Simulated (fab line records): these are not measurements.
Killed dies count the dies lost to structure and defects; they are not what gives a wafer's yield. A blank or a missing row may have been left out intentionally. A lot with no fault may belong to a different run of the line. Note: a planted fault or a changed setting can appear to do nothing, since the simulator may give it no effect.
fab line records -- flow n5_finfet
record lots=9, wafers=27, last_day=17
route steps=1938 shown HKMG_FIN@407 BEOL_M4@1111
lots with no fault: from the same line, run without faults
start_h: the number of hours between the record's first day and the start of the first shown wafer of the lot -- wait_h: time in hours since the lot's previous step -- " identical to the entry in the row above -- L1.1+2: several wafers, shown together as one row -- - value missing, or start not given -- * or withheld: withheld -- < > ~ a bound
route shown NAME@n: names a module that has steps shown in the file, with the first one's number in the route -- usual: average and standard deviation across the fault-free wafers -- same: alike in all rows -- chamber/n: place in a boat -- sites: readings site by site -- _std_site: the values' standard deviation -- _edge_site: outer sites' mean less inner sites' -- radius_mm: for every site, how far away it sits from the centre of the wafer -- mask NAME#n: copy n -- behind: the most recent tool/chamber to have shaped the wafer -- hold: why the lot went on hold/how many hours it stayed there/how the hold came to an end -- device: transistor that didn't switch, given as n, p or np -- end of line: the route-end tests of the same wafers -- where a step has no rows: the recipe by itself -- killed: the dies lost at the first sort to structure and to defects; this is not the yield of the wafer -- map: shows each die of a wafer: x if killed, . if not, _ if none is there
set.NAME: the setting that was run; set.NAME@STEP: the one run at that earlier step -- model.NAME: the simulator's own value behind a step, which no gauge read
route steps across a sampled set of lots; one table per step, one row per wafer
services: the hour from which a tool's chamber was out of use, counted from the record's first day as start_h (under 0 if before that day), plus the number of hours and why
## steps
# step N5_HKMG_FIN_STRIP_93
# recipe chemistry=N2/H2, material=SOC, time_s=20, power_w=500, temp_c=40, pressure_mtorr=50, rf_frequency_hz=6e+07, bias_power_w=8, h2_frac=0.5, n2_flow_sccm=300, h2_flow_sccm=300
# usual drypump_motor_current_A=5.7/0.42, h2_flow_sccm=299.9/0.93, oes_product_au=0.79/0.092, rf_vpp_V=54.0/0.86, showerhead_plenum_p_Torr=3.32/0.094, throttle_valve_pct=18.9/0.36
lot.wafer,tool,chamber,start_h,wait_h,drypump_motor_current_A,h2_flow_sccm,oes_product_au,rf_hours_counter_h,rf_vpp_V,showerhead_plenum_p_Torr,throttle_valve_pct
L116.1,rie_diel-03,0,84.42,0.2,6.1,299.5,0.86,66,55.1,3.26,18.5
L116.3,rie_diel-03,2,84.42,0.2,6.2,299.2,0.78,133,53.5,3.25,19.3
L116.6,rie_diel-03,2,84.42,0.2,6.2,299.5,0.79,-,52.6,3.25,19.3
L119.1,rie_diel-05,3,98.22,0.2,5.2,300.5,0.69,239,52.6,3.31,19.4
L119.2,rie_diel-05,2,98.22,0.2,5.7,299.9,0.77,161,54.7,3.48,18.7
L119.5,rie_diel-05,0,98.22,0.2,5.7,299.8,0.75,-,54.8,3.34,18.8
L124.2,rie_diel-05,0,127.55,0.2,5.7,298.9,0.75,176,55.5,3.34,18.8
L124.3,rie_diel-05,3,127.55,0.2,5.2,299.6,0.68,250,52.2,3.30,19.5
L124.4,rie_diel-05,2,127.55,0.2,5.6,302.6,0.75,172,54.4,3.47,18.7
L128.1,rie_diel-05,2,152.72,0.2,5.7,301.1,0.74,181,54.7,3.47,18.7
L128.5,rie_diel-05,2,152.72,0.2,5.7,300.8,0.74,-,54.5,3.47,18.7
L128.6,rie_diel-05,3,152.72,0.2,5.2,298.6,0.96,-,54.8,3.30,19.1
L131.1,rie_diel-05,3,169.02,0.2,5.2,300.2,0.94,10,53.7,3.29,19.1
L131.3,rie_diel-05,1,169.02,0.2,5.2,299.5,0.73,183,54.3,3.34,19.2
L131.4,rie_diel-05,0,169.02,0.2,5.7,299.9,0.73,190,53.4,3.33,18.8
L132.1,rie_diel-03,3,173.79,0.2,5.6,298.2,0.89,40,51.5,3.28,18.9
L132.2,rie_diel-03,2,173.79,0.2,6.2,299.3,0.76,168,53.7,3.23,19.4
L132.6,rie_diel-03,3,173.79,0.2,5.6,300.8,0.89,-,54.2,3.29,18.9
L136.1,rie_diel-05,3,198.55,0.2,5.2,299.4,0.90,23,55.0,3.29,19.1
L136.2,rie_diel-05,2,198.55,0.2,5.7,299.8,0.73,192,54.9,3.46,18.7
L136.6,rie_diel-05,3,198.55,0.2,5.2,300.0,0.90,-,52.4,3.29,19.1
L137.1,rie_diel-06,0,205.99,0.2,5.0,298.0,0.68,247,55.7,3.44,19.3
L137.2,rie_diel-06,3,205.99,0.2,6.5,300.3,0.70,210,53.1,3.19,18.9
L137.5,rie_diel-06,3,205.99,0.2,6.5,300.6,0.70,-,55.1,3.18,18.9
L138.1,rie_diel-03,3,209.89,0.2,5.6,298.5,0.86,53,53.6,3.28,18.9
L138.2,rie_diel-03,1,209.89,0.2,5.3,301.7,0.93,20,55.5,3.43,19.3
L138.5,rie_diel-03,2,209.89,0.2,6.2,301.2,0.75,-,55.4,3.23,19.4
# step N5_HKMG_FIN_CD_MEAS_12
# recipe target_cd_nm=92.8, landing_energy_ev=500, detector=se_inlens
# usual cd_nm=93.1/0.7
lot.wafer,tool,chamber,start_h,wait_h,cd_nm
L116.1,cd_sem-03,0,86.97,-,92.4
L116.3,cd_sem-03,0,86.97,-,92.6
L116.6,cd_sem-03,0,86.97,-,92.9
L119.1,cd_sem-03,0,100.95,-,93.9
L119.2,cd_sem-03,0,100.95,-,93.1
L119.5,cd_sem-03,0,100.95,-,93.8
L124.2,cd_sem-01,0,130.11,-,92.7
L124.3,cd_sem-01,0,130.11,-,93.9
L124.4,cd_sem-01,0,130.11,-,94.3
L128.1,cd_sem-03,0,155.36,-,94.1
L128.5,cd_sem-03,0,155.36,-,93.2
L128.6,cd_sem-03,0,155.36,-,94.5
L131.1,cd_sem-02,0,171.44,-,93.3
L131.3,cd_sem-02,0,171.44,-,92.6
L131.4,cd_sem-02,0,171.44,-,92.6
L132.1,cd_sem-01,0,176.50,-,93.8
L132.2,cd_sem-01,0,176.50,-,93.4
L132.6,cd_sem-01,0,176.50,-,92.7
L136.1,cd_sem-01,0,201.10,-,92.3
L136.2,cd_sem-01,0,201.10,-,92.6
L136.6,cd_sem-01,0,201.10,-,92.3
L137.1,cd_sem-02,0,208.57,-,91.9
L137.2,cd_sem-02,0,208.57,-,92.6
L137.5,cd_sem-02,0,208.57,-,93.8
L138.1,cd_sem-01,0,212.58,-,93.4
L138.2,cd_sem-01,0,212.58,-,92.2
L138.5,cd_sem-01,0,212.58,-,92.1
# step N5_HKMG_FIN_ETCH_32
# recipe chemistry=N2/H2, target=SOC, target_depth_a=2400, temp_c=40, time_s=300, ion_energy_ev=200, mask_material=SiARC, pressure_mtorr=30, source_w=840, bias_w=150, n2_flow_sccm=200, h2_flow_sccm=200
# usual drypump_motor_current_A=5.6/0.41, h2_flow_sccm=200.0/0.63, oes_product_au=0.78/0.086, rf_fwd_power_W=838.2/2.6, rf_vpp_V=523.4/2.1, showerhead_plenum_p_Torr=2.52/0.071, throttle_valve_pct=17.80/0.22
lot.wafer,tool,chamber,start_h,wait_h,drypump_motor_current_A,h2_flow_sccm,oes_product_au,rf_fwd_power_W,rf_hours_counter_h,rf_vpp_V,showerhead_plenum_p_Torr,throttle_valve_pct
L116.1,rie_diel-03,0,87.18,0.0,6.1,200.0,0.86,839.0,67,521.1,2.46,17.65
L116.3,rie_diel-03,2,87.18,0.0,6.2,201.2,0.78,837.0,134,521.2,2.46,17.96
L116.6,rie_diel-03,0,87.18,0.0,6.1,200.0,0.86,839.4,-,522.6,2.46,17.65
L119.1,rie_diel-06,1,101.13,0.0,5.4,199.3,0.80,835.8,106,523.8,2.55,17.36
L119.2,rie_diel-06,2,101.13,0.0,5.6,199.9,0.68,839.1,227,519.9,2.41,17.85
L119.5,rie_diel-06,0,101.13,0.0,5.0,200.6,0.71,834.0,-,525.1,2.62,17.99
L124.2,rie_diel-06,0,130.28,0.0,5.1,199.3,0.71,833.7,214,526.7,2.62,18.02
L124.3,rie_diel-06,1,130.28,0.0,5.4,200.6,0.80,838.0,117,523.5,2.55,17.40
L124.4,rie_diel-06,3,130.28,0.0,6.4,199.9,0.74,834.3,176,521.3,2.42,17.71
L128.1,rie_diel-06,1,155.54,0.0,5.4,200.1,0.78,841.0,127,525.9,2.54,17.41
L128.5,rie_diel-06,1,155.54,0.0,5.4,200.4,0.79,838.6,-,524.0,2.54,17.40
L128.6,rie_diel-06,2,155.54,0.0,5.7,200.0,0.66,837.0,-,519.7,2.40,17.87
L131.1,rie_diel-06,3,171.92,0.0,6.5,199.7,0.80,1036.1,196,484.5,2.41,17.76
L131.3,rie_diel-06,1,171.92,0.0,5.4,199.1,0.87,1039.4,135,486.9,2.54,17.43
L131.4,rie_diel-06,0,171.92,0.0,5.1,200.5,0.77,1041.6,-,490.3,2.61,18.04
L132.1,rie_diel-06,3,176.68,0.0,6.4,200.0,0.81,1041.7,198,485.0,2.41,17.77
L132.2,rie_diel-06,1,176.68,0.0,5.4,199.2,0.88,1035.5,137,487.3,2.54,17.45
L132.6,rie_diel-06,3,176.68,0.0,6.4,200.5,0.80,1041.5,-,484.2,2.41,17.79
L136.1,rie_diel-05,2,201.33,0.0,5.7,199.2,0.74,835.4,193,526.6,2.62,17.50
L136.2,rie_diel-05,1,201.33,0.0,5.2,200.0,0.72,839.3,196,524.4,2.52,17.94
L136.6,rie_diel-05,1,201.33,0.0,5.2,198.8,0.73,838.4,-,523.1,2.52,17.96
L137.1,rie_diel-03,1,208.75,0.0,5.3,200.0,0.94,843.9,19,524.8,2.60,17.89
L137.2,rie_diel-03,3,208.75,0.0,5.6,200.5,0.87,837.5,52,523.3,2.48,17.73
L137.5,rie_diel-03,2,208.75,0.0,6.2,200.2,0.75,837.7,-,519.3,2.44,18.02
L138.1,rie_diel-03,0,212.83,0.0,6.1,198.9,0.81,841.2,115,519.5,2.44,17.74
L138.2,rie_diel-03,3,212.83,0.0,5.6,199.7,0.86,841.9,54,521.2,2.48,17.74
L138.5,rie_diel-03,1,212.83,0.0,5.3,200.9,0.95,836.3,-,524.7,2.60,17.90
# step N5_HKMG_FIN_ETCH_86
# recipe chemistry=N2/H2, target=SOC, target_depth_a=3932, stop_on=TiN, ion_energy_ev=100, bias_w=61, pressure_mtorr=30, source_w=850, n2_flow_sccm=200, h2_flow_sccm=200
# usual drypump_motor_current_A=5.7/0.42, h2_flow_sccm=200.0/0.64, oes_product_au=0.78/0.087, rf_fwd_power_W=845.1/3, rf_vpp_V=240.3/1.3, showerhead_plenum_p_Torr=2.51/0.07, throttle_valve_pct=17.79/0.21
lot.wafer,tool,chamber,start_h,wait_h,drypump_motor_current_A,h2_flow_sccm,oes_product_au,rf_fwd_power_W,rf_hours_counter_h,rf_vpp_V,showerhead_plenum_p_Torr,throttle_valve_pct
L116.1,rie_diel-05,0,88.41,-,5.7,199.1,0.73,845.7,162,241.2,2.53,17.77
L116.3,rie_diel-05,3,88.41,-,5.2,199.5,0.67,842.6,236,240.0,2.50,18.18
L116.6,rie_diel-05,2,88.41,-,5.7,200.9,0.75,846.5,-,243.4,2.64,17.42
L119.1,rie_diel-05,2,102.65,-,5.7,199.0,0.76,846.5,162,242.6,2.64,17.42
L119.2,rie_diel-05,3,102.65,-,5.2,199.5,0.68,848.1,241,239.3,2.50,18.17
L119.5,rie_diel-05,3,102.65,-,5.2,199.1,0.67,842.9,-,241.1,2.50,18.17
L124.2,rie_diel-03,2,131.51,-,6.2,199.8,0.74,850.3,150,239.1,2.45,17.95
L124.3,rie_diel-03,3,131.51,-,5.6,199.7,0.91,846.9,21,240.8,2.49,17.65
L124.4,rie_diel-03,3,131.51,-,5.6,199.7,0.91,848.7,-,239.5,2.49,17.65
L128.1,rie_diel-03,1,156.89,-,5.4,200.0,0.99,847.8,1,240.4,2.61,17.83
L128.5,rie_diel-03,1,156.89,-,5.3,199.0,0.99,851.8,-,241.3,2.61,17.84
L128.6,rie_diel-03,2,156.89,-,6.2,199.3,0.73,848.2,-,239.4,2.45,17.97
L131.1,rie_diel-05,3,173.15,-,5.2,199.8,0.91,841.7,12,240.3,2.49,17.83
L131.3,rie_diel-05,3,173.15,-,5.2,199.3,0.91,844.9,-,239.7,2.49,17.84
L131.4,rie_diel-05,1,173.15,-,5.2,200.3,0.72,845.5,-,239.2,2.53,17.90
L132.1,rie_diel-06,1,177.91,-,5.4,200.1,0.76,840.1,138,241.2,2.54,17.39
L132.2,rie_diel-06,0,177.91,-,5.0,200.9,0.70,842.5,236,241.0,2.61,18.01
L132.6,rie_diel-06,0,177.91,-,5.0,200.4,0.69,845.2,-,241.4,2.61,18.03
L136.1,rie_diel-06,0,202.70,-,5.1,200.8,0.69,843.5,245,241.4,2.60,18.04
L136.2,rie_diel-06,1,202.70,-,5.4,200.0,0.75,840.3,147,240.1,2.53,17.41
L136.6,rie_diel-06,0,202.70,-,5.0,201.0,0.69,844.1,-,242.3,2.61,18.05
L137.1,rie_diel-03,1,209.98,-,5.3,201.5,0.91,848.2,20,242.3,2.60,17.87
L137.2,rie_diel-03,2,209.98,-,6.2,199.2,0.72,846.3,182,239.7,2.44,17.98
L137.5,rie_diel-03,2,209.98,-,6.2,198.9,0.72,844.1,-,239.6,2.44,18.00
L138.1,rie_diel-03,0,214.06,-,6.1,199.7,0.78,845.7,116,240.7,2.44,17.71
L138.2,rie_diel-03,2,214.06,-,6.2,200.3,0.72,844.8,184,238.9,2.44,18.02
L138.5,rie_diel-03,1,214.06,-,5.3,200.1,0.92,850.2,-,240.8,2.60,17.88
# step N5_BEOL_M4_RC_MEAS_101
# usual DIBL_N=35.8/1.8, DIBL_P=35.6/2, IOFF_N=0.148/0.028, IOFF_P=0.20/0.034, ION_N=672/12, ION_P=462/8.5, SS_N=71.2/0.65, SS_P=73.1/0.67, VT_N=251/3.3, VT_P=-251/3.8
lot.wafer,tool,chamber,start_h,wait_h,DIBL_N[mV/V],DIBL_P[mV/V],IOFF_N[nA/um],IOFF_P[nA/um],ION_N[uA/um],ION_P[uA/um],SS_N[mV/dec],SS_P[mV/dec],VT_N[mV],VT_P[mV]
L116.1,prober-01,0,170.97,0.0,37.7,38.6,0.156,0.22,647,451,72.1,73.9,252,-247
L116.3,prober-01,0,170.97,0.0,36.9,36.7,0.151,0.20,672,461,70.9,72.5,252,-248
L116.6,prober-01,0,170.97,0.0,36.8,37.4,0.145,0.21,674,464,70.4,73.5,250,-248
L119.1,prober-01,0,199.23,0.0,36.3,37.7,0.161,0.19,686,464,71.5,72.9,250,-256
L119.2,prober-01,0,199.23,0.0,35.4,38.2,0.152,0.20,674,463,71.5,72.6,252,-254
L119.5,prober-01,0,199.23,0.0,36.7,37.9,0.165,0.19,671,461,71.0,73.1,250,-256
L124.2,prober-02,0,218.26,0.2,34.6,34.3,0.121,0.19,663,457,70.1,73.5,253,-249
L124.3,prober-02,0,218.26,0.2,35.9,35.7,0.136,0.21,674,467,71.3,72.8,252,-247
L124.4,prober-02,0,218.26,0.2,35.2,34.7,0.137,0.19,677,468,70.8,72.4,250,-249
L128.1,prober-02,0,247.13,0.0,39.7,38.6,0.244,0.31,677,467,73.2,74.3,245,-242
L128.5,prober-02,0,247.13,0.0,36.7,35.2,0.162,0.25,668,468,72.6,73.2,252,-243
L128.6,prober-02,0,247.13,0.0,38.2,37.0,0.192,0.27,669,459,72.4,74.0,248,-248
L131.1,prober-01,0,262.51,0.0,37.7,38.3,0.189,0.22,685,463,71.8,74.0,249,-252
L131.3,prober-01,0,262.51,0.0,34.0,33.9,0.121,0.17,668,460,71.3,72.1,255,-254
L131.4,prober-01,0,262.51,0.0,33.2,32.5,0.106,0.14,656,452,70.4,72.6,255,-257
L132.1,prober-02,0,264.20,0.0,38.4,39.2,0.153,0.18,669,448,71.5,74.0,255,-254
L132.2,prober-02,0,264.20,0.0,32.6,32.9,0.076,0.12,626,430,70.0,71.7,266,-260
L132.6,prober-02,0,264.20,0.0,36.1,37.3,0.117,0.16,662,449,70.3,73.5,259,-257
L136.1,prober-01,0,290.31,0.0,38.6,41.2,0.200,0.27,678,464,72.5,74.2,245,-247
L136.2,prober-01,0,290.31,0.0,37.8,39.5,0.181,0.24,684,462,71.2,73.9,247,-249
L136.6,prober-01,0,290.31,0.0,38.0,39.9,0.183,0.25,682,472,72.0,74.1,250,-247
L137.1,prober-02,0,306.87,0.0,35.8,35.0,0.147,0.19,677,463,71.3,72.4,250,-248
L137.2,prober-02,0,306.87,0.0,38.4,37.4,0.197,0.24,691,478,71.6,72.5,246,-247
L137.5,prober-02,0,306.87,0.0,35.3,33.1,0.138,0.18,682,464,71.0,71.9,254,-250
L138.1,prober-02,0,310.71,0.0,34.5,34.1,0.145,0.19,673,471,70.7,72.4,249,-249
L138.2,prober-02,0,310.71,0.0,35.1,35.6,0.163,0.21,687,470,70.5,72.9,246,-247
L138.5,prober-02,0,310.71,0.0,35.3,35.2,0.164,0.21,692,469,70.9,72.9,247,-247
## services
tool,chamber,start_h,hours,kind
rie_diel-03,3,60.97,-,clean
rie_diel-03,3,60.97,-,consumable_replace:focus_ring
rie_diel-03,3,60.97,14.1,scheduled_down
rie_diel-03,3,60.97,14.1,vent_cycle
rie_diel-06,3,94.68,12.9,repair
rie_diel-03,1,121.14,-,clean
rie_diel-03,1,121.14,-,consumable_replace:focus_ring
rie_diel-03,1,121.14,33.9,scheduled_down
rie_diel-03,1,121.14,33.9,vent_cycle
rie_diel-05,3,128.67,-,clean
rie_diel-05,3,128.67,-,consumable_replace:focus_ring
rie_diel-05,3,128.67,11.6,scheduled_down
rie_diel-05,3,128.67,11.6,vent_cycle
rie_diel-06,2,158.01,-,clean
rie_diel-06,2,158.01,-,consumable_replace:focus_ring
rie_diel-06,2,158.01,-,consumable_replace:showerhead
rie_diel-06,2,158.01,24.5,scheduled_down
rie_diel-06,2,158.01,24.5,vent_cycle
rie_diel-05,2,169.34,16.3,repair
rie_diel-05,0,170.33,5.8,repair
## key
first_sign step=N5_HKMG_FIN_ETCH_32, reading=rf_fwd_power_W, direction=up, sigmas=79, usual=*, struck=*
effect step=N5_HKMG_FIN_ETCH_32, reading=rf_vpp_V, direction=down, sigmas=18, usual=523.4, struck=486.4
met_at N5_HKMG_FIN_ETCH_32
struck_lots L131,L132
not_acting_at N5_HKMG_FIN_STRIP_93,N5_HKMG_FIN_CD_MEAS_12,N5_HKMG_FIN_ETCH_86
onset_between 155.54 171.92
fault kind=process_parameter_drift, tool=rie_diel-06, chamber=-, onset_h=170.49, steps=N5_HKMG_FIN_ETCH_32, channel=source_w, offset=201.6, shape=step, end_h=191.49, acts_in=these_recipes_only, stated=840
